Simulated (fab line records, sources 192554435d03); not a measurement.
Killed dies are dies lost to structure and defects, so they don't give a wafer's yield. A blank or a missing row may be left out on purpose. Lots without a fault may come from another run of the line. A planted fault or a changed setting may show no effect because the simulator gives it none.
Split-lot experiment | flow n5_finfet | 7 lots, 21 wafers read, on a route of 1938 steps

THE SPLIT
At N5_PMOS_HMC_CHANNEL_EPI_PEB_07 (peb time 60 s), the setting peb_temp_c was moved away from the recipe's 110 C on 8 of the 21 wafers read, by -2.6% to +2.9%. The other wafers ran this setting at the recipe's value.

FROM THE SPLIT TO THE READING: what the file shows between them, 1 step
- N5_PMOS_HMC_CHANNEL_EPI_DEVELOP_08: develop time 30 s

THE READING
cd_nm, in nm, at N5_PMOS_HMC_CHANNEL_EPI_CD_MEAS_09 (target cd 237.4 nm). Fault-free wafers of this fab line usually give 236.7 nm, standard deviation 1.2 nm.

wafer  | tool, chamber at the split | peb_temp_c as run, C | against the recipe | cd_nm, nm | against lot-mates on the recipe
L074.1 | litho_track-01, 0          | 110                  | recipe             | 238.0     | -
L074.4 | litho_track-01, 0          | 107.1                | -2.6%              | 229.6     | -8.4
L074.5 | litho_track-01, 0          | 107.1                | -2.6%              | 226.0     | -12.0
L077.1 | litho_track-01, 0          | 113.2                | +2.9%              | 244.2     | +2.6
L077.3 | litho_track-01, 0          | 110                  | recipe             | 241.6     | -
L077.4 | litho_track-01, 0          | 113.2                | +2.9%              | 245.6     | +4.0
L079.1 | litho_track-04, 0          | 110                  | recipe             | 235.3     | -
L079.2 | litho_track-04, 0          | 110                  | recipe             | 235.1     | -
L079.3 | litho_track-04, 0          | 110                  | recipe             | 234.9     | -
L084.1 | litho_track-05, 0          | 110                  | recipe             | 237.7     | -
L084.3 | litho_track-05, 0          | 110                  | recipe             | 236.1     | -
L084.6 | litho_track-05, 0          | 111.8                | +1.6%              | 243.4     | +6.5
L085.2 | litho_track-04, 0          | 110                  | recipe             | 237.6     | -
L085.4 | litho_track-04, 0          | 112.1                | +1.9%              | 243.4     | +5.5
L085.5 | litho_track-04, 0          | 110                  | recipe             | 238.2     | -
L088.1 | litho_track-05, 0          | 108.5                | -1.4%              | 230.2     | -7.0
L088.4 | litho_track-05, 0          | 110                  | recipe             | 237.2     | -
L088.5 | litho_track-05, 0          | 108.5                | -1.4%              | 231.8     | -5.4
L096.1 | litho_track-05, 0          | 110                  | recipe             | 235.4     | -
L096.3 | litho_track-05, 0          | 110                  | recipe             | 237.2     | -
L096.6 | litho_track-05, 0          | 110                  | recipe             | 237.9     | -

THE FIT
A straight line over all 21 wafers: cd_nm changes by +3.28 nm for each +1% of peb_temp_c; r = +0.94; the points scatter about the line by 1.8 nm.
The same after taking each lot's own level away (the mean of its wafers on the recipe; 21 wafers): +2.75 nm for each +1%; r = +0.90; scatter 2 nm.
On that fit, the largest move of peb_temp_c shifts the reading by 8 nm.
The lots' own levels span 235.10 to 241.60 nm, that is 5.4 times the standard deviation above.
So the lot-to-lot level changes the slope: the two fits differ.
Check: with one of the wafers moved furthest among these (+2.9%) left out of the fit, the line predicts +8.61 nm for it against its lot-mates. It came out at +2.6 nm against them.

OTHER SPLITS ON THESE WAFERS
These wafers also went through other splits before the reading. Each is held against what the fit with the lots' levels taken away leaves over:
other split on the same wafers  | wafers away from the commonest value | r with cd_nm (lot level and that fit taken away)
N5_ZERO_LAYER_PECVD_02 time_s   | 6                                    | +0.13
N5_ZERO_LAYER_EXPOSE_08 dose_mj | 9                                    | -0.12

THE WHOLE CHAIN: every reading that the file lists as answering this split, in the file's order
step                               | what it does             | reading                                                                     | change (the file's fit)              | r (the file's)
N5_PMOS_HMC_CHANNEL_EPI_CD_MEAS_09 | target cd 237.4 nm       | cd_nm                                                                       | +2.8 nm for each +1% of the setting  | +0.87
N5_PMOS_HMC_CHANNEL_EPI_DESCUM_14  | chemistry O2, time 7.9 s | PMOS_HMC_CHANNEL_EPI.cd_nm (the simulator's own value, which no gauge read) | +2.93 nm for each +1% of the setting | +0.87

THE FILE'S OWN FIT
cd_nm changes by +2.8 nm for each +1% of peb_temp_c, r = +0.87.
